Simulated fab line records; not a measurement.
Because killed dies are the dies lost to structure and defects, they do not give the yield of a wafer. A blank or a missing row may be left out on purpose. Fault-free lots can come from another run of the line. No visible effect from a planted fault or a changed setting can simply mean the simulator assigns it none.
Problem report in the 8D (eight disciplines) form, filled by code / flow nandHarc / the parts of the form that need people (team, actions taken, sign-off) are left out

== 1. PROBLEM STATEMENT ==
At NHARC_A_M1_SOFTBAKE_04, heaterPowerTotalW averages 222.51 W over 2 wafers from 2 lots, while fault-free wafers read 188.44 W, standard deviation 0.14. So: +99 or more standard deviations from the usual mean.
The step: time 55 s.
First seen on wafer L581.3, day 23 11:00, on lithoTrack-06. At this step, 36 wafers from 12 lots have a number in the record. Rule for "out", or "out of limits": more than 4 standard deviations from the usual mean. Any other wafer with a number is counted as sound.

== 2. WHAT IT IS, AND WHAT IT ISN'T ==
question=which readings at this step | is=heaterPowerTotalW | is not=resistLineTempC
question=which lots | is=L581, L582 | is not=L559, L560, L562, L563, L564, L565, L566, L567, L569, L570
question=which wafers of those lots | is=L581.3, L582.1 | is not=L581.4, L581.6, L582.2, L582.4
question=read on which tools | is=lithoTrack-06 | is not=lithoTrack-01, lithoTrack-04
question=when | is=from day 23 11:00 | is not=up to then (32 sound wafers); but 2 sound wafers of L582 came after

== 3. THE SUSPECTS, EACH WITH WHAT RULES IT OUT ==
Counting: any tool at a process step up to the reading remains a suspect provided it ran every lot that is out. Sound lots after the first of them don't rule it out here, since some wafers of a struck lot are sound.
- lithoTrack-06 at NHARC_A_M1_SOFTBAKE_04 (time 55 s): kept. It ran every lot that is out, first L581 (day 23 11:00); its last sound lot up to then is L567 (day 20 01:00). Out on those wafers are its own readings of heaterPowerTotalW.
The count leaves lithoTrack-06 at NHARC_A_M1_SOFTBAKE_04.

== 4. THE CAUSE (what the simulator had put in) ==
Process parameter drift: lithoTrack-06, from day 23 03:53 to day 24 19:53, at NHARC_A_M1_SOFTBAKE_04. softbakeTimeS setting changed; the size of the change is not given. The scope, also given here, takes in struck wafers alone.
Only this tool survived the counting.

== 5. THE EFFECT CHAIN, in route order ==
Rows list readings where the struck wafers' mean (over those with a number) sits beyond 3 standard deviations from the usual. Readings are gone through only where the record gives a usual standard deviation; hours: the median, over the lots, of the time from a lot's start at the first step in this table giving one to that lot's start at this step; sigmas: the change measured in usual standard deviations.
hours=0; step=NHARC_A_M1_SOFTBAKE_04; reading=heaterPowerTotalW; usual=188.44 W; on struck wafers=222.51; change=+34.07; sigmas=+99 or more
Process steps it contains:
- NHARC_A_M1_SOFTBAKE_04: time 55 s.

== 6. WHAT WOULD HAVE CAUGHT IT SOONER ==
In this record the first reading out of limits was taken at day 23 11:00, 7 hours after the fault began at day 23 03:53.
